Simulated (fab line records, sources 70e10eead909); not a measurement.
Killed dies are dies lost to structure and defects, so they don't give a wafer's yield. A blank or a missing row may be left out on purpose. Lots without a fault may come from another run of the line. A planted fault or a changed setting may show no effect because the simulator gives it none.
Chamber matching | flow nand_harc | NHARC_P_M0_ETCH_34 on rie_diel-04: 4 sister chambers
The step etches the open film in N2/H2, target depth 40 nm, overetch 12 nm, time 43.94 s. 21 wafers are shown with their chamber, then 10 later ones without.

WAFERS WITH THEIR CHAMBER
wafer  | chamber | drypump_motor_current_A (A) | showerhead_plenum_p_Torr (Torr) | rf_vpp_V (V)
L755.1 | 2       | 5.6                         | 2.15                            | 433.6
L755.4 | 0       | 6.1                         | 1.94                            | 427.4
L755.6 | 0       | 6.1                         | 1.94                            | 426.5
L756.2 | 1       | 6.2                         | 2.16                            | 435.0
L756.5 | 1       | 6.2                         | 2.16                            | 433.2
L756.6 | 0       | 6.1                         | 1.94                            | 428.6
L758.2 | 3       | 4.9                         | 1.97                            | 427.8
L758.4 | 2       | 5.6                         | 2.15                            | 433.8
L758.6 | 2       | 5.6                         | 2.15                            | 433.2
L760.3 | 1       | 6.2                         | 2.16                            | 435.3
L768.1 | 0       | 6.1                         | 1.94                            | 427.4
L768.4 | 3       | 4.8                         | 1.96                            | 428.8
L768.6 | 3       | 4.8                         | 1.96                            | 429.1
L770.1 | 3       | 4.8                         | 1.96                            | 428.7
L770.3 | 0       | 6.1                         | 1.94                            | 426.9
L770.6 | 3       | 4.8                         | 1.96                            | 430.9
L771.2 | 1       | 6.2                         | 2.15                            | 432.6
L771.3 | 2       | 5.6                         | 2.14                            | 432.7
L771.6 | 3       | 4.8                         | 1.96                            | 426.9
L773.4 | 0       | 6.1                         | 1.94                            | 425.8
L773.5 | 0       | 6.1                         | 1.94                            | 428.9

SIGNATURES (means of the wafers above)
reading                  | chamber 0 | chamber 1 | chamber 2 | chamber 3 | scatter within a chamber
drypump_motor_current_A  | 6.100     | 6.200     | 5.600     | 4.817     | 0.0221
showerhead_plenum_p_Torr | 1.9400    | 2.1575    | 2.1475    | 1.9617    | 0.0037
rf_vpp_V                 | 427.357   | 434.025   | 433.325   | 428.700   | 1.15
Rule: a wafer's distance from a chamber is the root of the sum, over the readings, of the square of ((its reading less the chamber's mean) divided by the reading's scatter). The wafer belongs to the nearest chamber; if the next one is less than 2 further off, it can't be placed. The scatter: the root of (the sum of the squares of (reading less its chamber's mean) over the shown wafers, divided by (wafers less chambers)).

WAFERS WITHOUT THEIR CHAMBER
wafer  | drypump_motor_current_A (A) | showerhead_plenum_p_Torr (Torr) | rf_vpp_V (V)
L773.6 | 6.2                         | 2.15                            | 434.6
L775.1 | 6.1                         | 2.15                            | 434.7
L775.3 | 5.6                         | 2.14                            | 432.8
L775.4 | 4.8                         | 1.96                            | 428.7
L777.2 | 6.2                         | 2.15                            | 432.9
L777.3 | 6.1                         | 1.93                            | 428.4
L777.4 | 4.8                         | 1.96                            | 428.0
L778.1 | 6.2                         | 2.15                            | 432.5
L778.2 | 5.6                         | 2.14                            | 434.4
L778.5 | 5.6                         | 2.14                            | 431.8

WHICH CHAMBER EACH WENT THROUGH
wafer  | from the rows above | in truth
L773.6 | 1                   | 1
L775.1 | 1                   | 1
L775.3 | 2                   | 2
L775.4 | 3                   | 3
L777.2 | 1                   | 1
L777.3 | 0                   | 0
L777.4 | 3                   | 3
L778.1 | 1                   | 1
L778.2 | 2                   | 2
L778.5 | 2                   | 2
Placed correctly: 10 of 10. Can't be placed from these rows: 0. Placed wrongly: 0.
